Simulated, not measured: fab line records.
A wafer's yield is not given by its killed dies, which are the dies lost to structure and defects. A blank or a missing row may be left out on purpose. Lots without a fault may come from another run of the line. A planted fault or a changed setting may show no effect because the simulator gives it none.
Matching of chambers + flow n5Finfet + rieDiel-01 running N5_BEOL_M4_ETCH_69: 4 sister chambers
The step etches SiARC in CF4, target depth 15.6 nm, time 26 s. 8 wafers are shown with their chamber, then 8 later ones without.

== EACH WAFER AND ITS CHAMBER ==
| wafer  | chamber | throttleValvePct (%) | showerheadPlenumPTorr (Torr) |
|--------|---------|----------------------|------------------------------|
| L077.1 | 1       | 15.49                | 2.18                         |
| L077.6 | 1       | 15.48                | 2.19                         |
| L082.1 | 3       | 15.86                | 2.12                         |
| L082.5 | 3       | 15.87                | 2.12                         |
| L081.1 | 0       | 15.62                | 2.16                         |
| L081.2 | 2       | 15.73                | 2.15                         |
| L081.6 | 2       | 15.75                | 2.15                         |
| L088.2 | 0       | 15.65                | 2.15                         |

== WAFERS WHOSE CHAMBER IS MISSING ==
| wafer  | throttleValvePct (%) | showerheadPlenumPTorr (Torr) |
|--------|----------------------|------------------------------|
| L088.3 | 15.77                | 2.15                         |
| L088.4 | 15.55                | 2.18                         |
| L091.2 | 15.77                | 2.15                         |
| L091.5 | 15.78                | 2.15                         |
| L091.6 | 15.92                | 2.12                         |
| L097.3 | 15.62                | 2.17                         |
| L097.4 | 15.72                | 2.14                         |
| L097.5 | 15.71                | 2.14                         |

== WHICH CHAMBER EACH ONE RAN IN ==
| wafer  | from the rows above | in truth                   |
|--------|---------------------|----------------------------|
| L088.3 | 2                   | 2                          |
| L088.4 | 1                   | 1                          |
| L091.2 | 2                   | 2                          |
| L091.5 | 2                   | 2                          |
| L091.6 | 3                   | 3                          |
| L097.3 | 0                   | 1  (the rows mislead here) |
| L097.4 | 2                   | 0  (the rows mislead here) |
| L097.5 | 2                   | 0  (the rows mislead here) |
5 of 8 placed correctly. Number that these rows cannot place: 0. Wrongly placed: 3.
How it was worked out, from the rows above alone: a wafer's distance from a chamber is the root of the sum, over the readings, of the square of ((its reading less the chamber's mean) divided by the reading's scatter). The wafer belongs to the nearest chamber; if the next one is less than 2 further off, it can't be placed. A chamber's mean is the mean of its shown wafers. The scatter: take each reading less its chamber's mean, square it, sum over the shown wafers, divide by the number of wafers less the number of chambers, and take the root.
